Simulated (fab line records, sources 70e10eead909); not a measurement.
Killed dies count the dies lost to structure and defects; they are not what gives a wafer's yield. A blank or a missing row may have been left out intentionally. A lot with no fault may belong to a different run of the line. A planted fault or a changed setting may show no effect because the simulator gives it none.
What tool caused it? :: flow nand_harc :: 13 lots, 38 wafers sampled, at 6 steps of a route of 1302

WHAT THE GAUGES SHOWED, per wafer
NHARC_A_CHANNEL_FILL_D1_INSPECT_13.
lot: L608
measured: day 11 19:36
on: defect_inspect-01
raw_defect_count: 239 425 373

lot: L607
measured: day 11 19:36
on: defect_inspect-02
raw_defect_count: 326 271 284

lot: L610
measured: day 12 10:02
on: defect_inspect-02
raw_defect_count: 259 196 215

lot: L613
measured: day 13 20:14
on: defect_inspect-01
raw_defect_count: 227 229 222

lot: L614
measured: day 14 03:31
on: defect_inspect-01
raw_defect_count: 257 195 263

lot: L615
measured: day 14 10:38
on: defect_inspect-01
raw_defect_count: 208 292 278

lot: L616
measured: day 14 23:37
on: defect_inspect-01
raw_defect_count: 321 264 365

lot: L618
measured: day 16 00:20
on: defect_inspect-01
raw_defect_count: 437 317 203

lot: L621
measured: day 17 04:25
on: defect_inspect-01
raw_defect_count: 280 431 400

lot: L623
measured: day 17 12:56
on: defect_inspect-02
raw_defect_count: 315 203 422

lot: L627
measured: day 19 21:02
on: defect_inspect-01
raw_defect_count: 194 224

lot: L628
measured: day 20 06:44
on: defect_inspect-01
raw_defect_count: 260 214 185

lot: L629
measured: day 20 16:46
on: defect_inspect-02
raw_defect_count: 202 411 324

NHARC_A_ONON_D2_THK_MEAS_08: measures by ellipsometry.
lot: L608
measured: day 13 06:14
on: film_metro-01
thk_nm (nm): 998 996 995

lot: L607
measured: day 13 06:14
on: film_metro-02
thk_nm (nm): 1005 1006 1005

lot: L610
measured: day 13 21:19
on: film_metro-01
thk_nm (nm): 1001 998 999

lot: L613
measured: day 15 06:26
on: film_metro-01
thk_nm (nm): 1003 1002 1002

lot: L614
measured: day 15 13:36
on: film_metro-02
thk_nm (nm): 1018 1019 1020

lot: L615
measured: day 15 20:29
on: film_metro-01
thk_nm (nm): 994 992 993

lot: L616
measured: day 16 21:41
on: film_metro-01
thk_nm (nm): 997 997 992

lot: L618
measured: day 17 11:40
on: film_metro-02
thk_nm (nm): 1002 1005 1005

lot: L621
measured: day 18 16:17
on: film_metro-01
thk_nm (nm): 992 994 995

lot: L623
measured: day 19 03:58
on: film_metro-02
thk_nm (nm): 990 989 990

lot: L627
measured: day 21 12:02
on: film_metro-01
thk_nm (nm): 1703 1701

lot: L628
measured: day 21 21:13
on: film_metro-01
thk_nm (nm): 1000 1000 1706

lot: L629
measured: day 22 14:41
on: film_metro-02
thk_nm (nm): 994 993 992

NHARC_END_SORT_01.
lot: L607
measured: day 25 18:53
on: prober-01
killed_at_array: 41 40 48
killed_at_other: 0 0 1
killed_at_periphery: 5 7 6
killed_dies: 46 47 55
killed_open: 5 6 2
killed_short: 3 2 3

lot: L618
measured: day 29 17:19
on: prober-02
killed_at_array: 51 69 72
killed_at_other: 1 1 1
killed_at_periphery: 4 3 7
killed_dies: 56 73 80
killed_open: 5 4 6
killed_short: 3 4 4

lot: L621
measured: day 31 02:40
on: prober-02
killed_at_array: 52 80 77
killed_at_other: 0 0 2
killed_at_periphery: 4 3 0
killed_dies: 56 83 79
killed_open: 4 6 5
killed_short: 2 5 2

lot: L623
measured: day 31 12:09
on: prober-02
killed_at_array: 67 67 47
killed_at_other: 1 1 0
killed_at_periphery: 7 3 6
killed_dies: 75 71 53
killed_open: 4 1 4
killed_short: 4 2 3

lot: L627
measured: day 34 07:59
on: prober-01
killed_at_array: 676 677
killed_at_other: 0 0
killed_at_periphery: 1 0
killed_dies: 677 677
killed_open: 2 1
killed_short: 4 3

lot: L628
measured: day 34 13:17
on: prober-02
killed_at_array: 26 40 674
killed_at_other: 2 1 1
killed_at_periphery: 0 3 2
killed_dies: 28 44 677
killed_open: 4 1 1
killed_short: 4 4 1

WHICH TOOL RAN EACH LOT (tool, then ch and the chambers of the sampled wafers, then the start)
lot: L608
NHARC_A_CHANNEL_FILL_D1_ETCHBACK_08: rie_diel-07 ch 0,1,2, day 11 19:11 or earlier
NHARC_A_CHANNEL_FILL_D1_CMP_10: cmp-01 ch 0,1,2, day 11 19:11
NHARC_A_ONON_D2_DEP_06: pecvd_onon-02 ch 0, day 13 05:47

lot: L607
NHARC_A_CHANNEL_FILL_D1_ETCHBACK_08: rie_diel-11 ch 0,1,3, day 11 19:14 or earlier
NHARC_A_CHANNEL_FILL_D1_CMP_10: cmp-03 ch 0,1,2, day 11 19:14
NHARC_A_ONON_D2_DEP_06: pecvd_onon-03 ch 0, day 13 05:51

lot: L610
NHARC_A_CHANNEL_FILL_D1_ETCHBACK_08: rie_diel-11 ch 1,2,3, day 12 09:37 or earlier
NHARC_A_CHANNEL_FILL_D1_CMP_10: cmp-01 ch 0,1,2, day 12 09:37
NHARC_A_ONON_D2_DEP_06: pecvd_onon-01 ch 0, day 13 20:49

lot: L613
NHARC_A_CHANNEL_FILL_D1_ETCHBACK_08: rie_diel-02 ch 0,1,3, day 13 19:53 or earlier
NHARC_A_CHANNEL_FILL_D1_CMP_10: cmp-03 ch 1,2,3, day 13 19:53
NHARC_A_ONON_D2_DEP_06: pecvd_onon-01 ch 0, day 15 05:59

lot: L614
NHARC_A_CHANNEL_FILL_D1_ETCHBACK_08: rie_diel-07 ch 1,2, day 14 03:07 or earlier
NHARC_A_CHANNEL_FILL_D1_CMP_10: cmp-02 ch 0,1,2, day 14 03:07
NHARC_A_ONON_D2_DEP_06: pecvd_onon-01 ch 0, day 15 13:05

lot: L615
NHARC_A_CHANNEL_FILL_D1_ETCHBACK_08: rie_diel-02 ch 0,1, day 14 10:15 or earlier
NHARC_A_CHANNEL_FILL_D1_CMP_10: cmp-02 ch 0,1,3, day 14 10:15
NHARC_A_ONON_D2_DEP_06: pecvd_onon-03 ch 0, day 15 20:02

lot: L616
NHARC_A_CHANNEL_FILL_D1_ETCHBACK_08: rie_diel-11 ch 0,1,3, day 14 23:11 or earlier
NHARC_A_CHANNEL_FILL_D1_CMP_10: cmp-03 ch 1,2, day 14 23:11
NHARC_A_ONON_D2_DEP_06: pecvd_onon-02 ch 0, day 16 21:14

lot: L618
NHARC_A_CHANNEL_FILL_D1_ETCHBACK_08: rie_diel-11 ch 0,1,3, day 15 23:56 or earlier
NHARC_A_CHANNEL_FILL_D1_CMP_10: cmp-01 ch 1,2,3, day 15 23:56
NHARC_A_ONON_D2_DEP_06: pecvd_onon-01 ch 0, day 17 11:16

lot: L621
NHARC_A_CHANNEL_FILL_D1_ETCHBACK_08: rie_diel-07 ch 0,1,2, day 17 04:00 or earlier
NHARC_A_CHANNEL_FILL_D1_CMP_10: cmp-03 ch 1,2,3, day 17 04:00
NHARC_A_ONON_D2_DEP_06: pecvd_onon-01 ch 0, day 18 15:46

lot: L623
NHARC_A_CHANNEL_FILL_D1_ETCHBACK_08: rie_diel-07 ch 1,2,3, day 17 12:32 or earlier
NHARC_A_CHANNEL_FILL_D1_CMP_10: cmp-02 ch 2,3, day 17 12:32
NHARC_A_ONON_D2_DEP_06: pecvd_onon-03 ch 0, day 19 03:34

lot: L627
NHARC_A_CHANNEL_FILL_D1_ETCHBACK_08: rie_diel-02 ch 0,1, day 19 20:43 or earlier
NHARC_A_CHANNEL_FILL_D1_CMP_10: cmp-03 ch 0,3, day 19 20:43
NHARC_A_ONON_D2_DEP_06: pecvd_onon-01 ch 0, day 21 11:46

lot: L628
NHARC_A_CHANNEL_FILL_D1_ETCHBACK_08: rie_diel-02 ch 0,1,3, day 20 06:21 or earlier
NHARC_A_CHANNEL_FILL_D1_CMP_10: cmp-03 ch 0,2,3, day 20 06:21
NHARC_A_ONON_D2_DEP_06: pecvd_onon-01 ch 0, day 21 20:46

lot: L629
NHARC_A_CHANNEL_FILL_D1_ETCHBACK_08: rie_diel-07 ch 0,3, day 20 16:22 or earlier
NHARC_A_CHANNEL_FILL_D1_CMP_10: cmp-01 ch 0,1,2, day 20 16:22
NHARC_A_ONON_D2_DEP_06: pecvd_onon-03 ch 0, day 22 14:10
- NHARC_A_CHANNEL_FILL_D1_ETCHBACK_08: etches the open film in C4F8, target depth 220 nm, time 110 s.
- NHARC_A_CHANNEL_FILL_D1_CMP_10: polishes, target thk 150 nm.
- NHARC_A_ONON_D2_DEP_06: target thk 1000 nm.

AS READ BY THE TOOLS THEMSELVES (means over the sampled wafers that have a number; for cases with no such wafer, the mark the record gives instead)
NHARC_A_CHANNEL_FILL_D1_ETCHBACK_08.
lot: L608
tool: rie_diel-07
oes_product_au (a.u.): 0.92
rf_vpp_V (V): 440.7

lot: L607
tool: rie_diel-11
oes_product_au (a.u.): 0.92
rf_vpp_V (V): 441.0

lot: L610
tool: rie_diel-11
oes_product_au (a.u.): 1.00
rf_vpp_V (V): 438.3

lot: L613
tool: rie_diel-02
oes_product_au (a.u.): 0.92
rf_vpp_V (V): 440.7

lot: L614
tool: rie_diel-07
oes_product_au (a.u.): 1.00
rf_vpp_V (V): 441.7

lot: L615
tool: rie_diel-02
oes_product_au (a.u.): 0.92
rf_vpp_V (V): 441.2

lot: L616
tool: rie_diel-11
oes_product_au (a.u.): 1.00
rf_vpp_V (V): 440.2

lot: L618
tool: rie_diel-11
oes_product_au (a.u.): 1.00
rf_vpp_V (V): 440.4

lot: L621
tool: rie_diel-07
oes_product_au (a.u.): 0.92
rf_vpp_V (V): 440.3

lot: L623
tool: rie_diel-07
oes_product_au (a.u.): 0.92
rf_vpp_V (V): 439.8

lot: L627
tool: rie_diel-02
oes_product_au (a.u.): 1.00
rf_vpp_V (V): 441.2

lot: L628
tool: rie_diel-02
oes_product_au (a.u.): 0.92
rf_vpp_V (V): 439.2

lot: L629
tool: rie_diel-07
oes_product_au (a.u.): 1.00
rf_vpp_V (V): 440.3

NHARC_A_CHANNEL_FILL_D1_CMP_10.
lot: L608
tool: cmp-01
motor_current_A (A): 10.2
time_to_endpoint_s (s): 16.1

lot: L607
tool: cmp-03
motor_current_A (A): 12.6
time_to_endpoint_s (s): 11.9

lot: L610
tool: cmp-01
motor_current_A (A): 10.2
time_to_endpoint_s (s): 16.3

lot: L613
tool: cmp-03
motor_current_A (A): 13.0
time_to_endpoint_s (s): 17.5

lot: L614
tool: cmp-02
motor_current_A (A): 12.3
time_to_endpoint_s (s): 13.8

lot: L615
tool: cmp-02
motor_current_A (A): 11.2
time_to_endpoint_s (s): 13.0

lot: L616
tool: cmp-03
motor_current_A (A): 12.4
time_to_endpoint_s (s): 12.3

lot: L618
tool: cmp-01
motor_current_A (A): 10.5
time_to_endpoint_s (s): 11.8

lot: L621
tool: cmp-03
motor_current_A (A): 12.8
time_to_endpoint_s (s): 13.7

lot: L623
tool: cmp-02
motor_current_A (A): 12.7
time_to_endpoint_s (s): 14.7

lot: L627
tool: cmp-03
motor_current_A (A): 13.6
time_to_endpoint_s (s): 13.9

lot: L628
tool: cmp-03
motor_current_A (A): 14.0
time_to_endpoint_s (s): 16.3

lot: L629
tool: cmp-01
motor_current_A (A): 9.7
time_to_endpoint_s (s): 12.1

THE ANSWER, worked out from the rows above alone
Rule: what is usual is taken from the lots themselves. Put in order of their means at a reading, lots are off if they are a third of the lots or fewer, leave a main group of 4 or more, and stand apart from it by a gap of 3 or more times the standard deviation of the main group's means; of several such gaps the widest counts. A main group is skipped when, at the precision printed for the reading in the tables above, its means are all equal. Also off: a lot with no number at a reading for which 4 or more lots have one. The other lots that the step has rows for count as sound. Order of review: gauges by route order, followed by the tools' own readings, for which a lot's mean as printed above is used. At the first step where some lot is off, the reading lying furthest off is the one used; lots without a number count as furthest.
Off: L627, L628, at NHARC_A_ONON_D2_THK_MEAS_08 (thk_nm). For the main group the mean is 999 nm and the standard deviation 7.9.
If a tool, at a process step before that reading, ran all the lots that are off and no sound lot after the first of them, it fits. The gauges at NHARC_A_ONON_D2_THK_MEAS_08 aren't tried: what is off there is off at NHARC_END_SORT_01 too, on other tools, and a gauge's error can't cause that. NHARC_A_CHANNEL_FILL_D1_ETCHBACK_08: start missing for some lots; hours and lot order therefore follow NHARC_A_CHANNEL_FILL_D1_CMP_10. Can't be told from this: 3 tools fit, rie_diel-02 at NHARC_A_CHANNEL_FILL_D1_ETCHBACK_08, cmp-03 at NHARC_A_CHANNEL_FILL_D1_CMP_10, pecvd_onon-01 at NHARC_A_ONON_D2_DEP_06.

WHAT THE SIMULATOR PUT IN
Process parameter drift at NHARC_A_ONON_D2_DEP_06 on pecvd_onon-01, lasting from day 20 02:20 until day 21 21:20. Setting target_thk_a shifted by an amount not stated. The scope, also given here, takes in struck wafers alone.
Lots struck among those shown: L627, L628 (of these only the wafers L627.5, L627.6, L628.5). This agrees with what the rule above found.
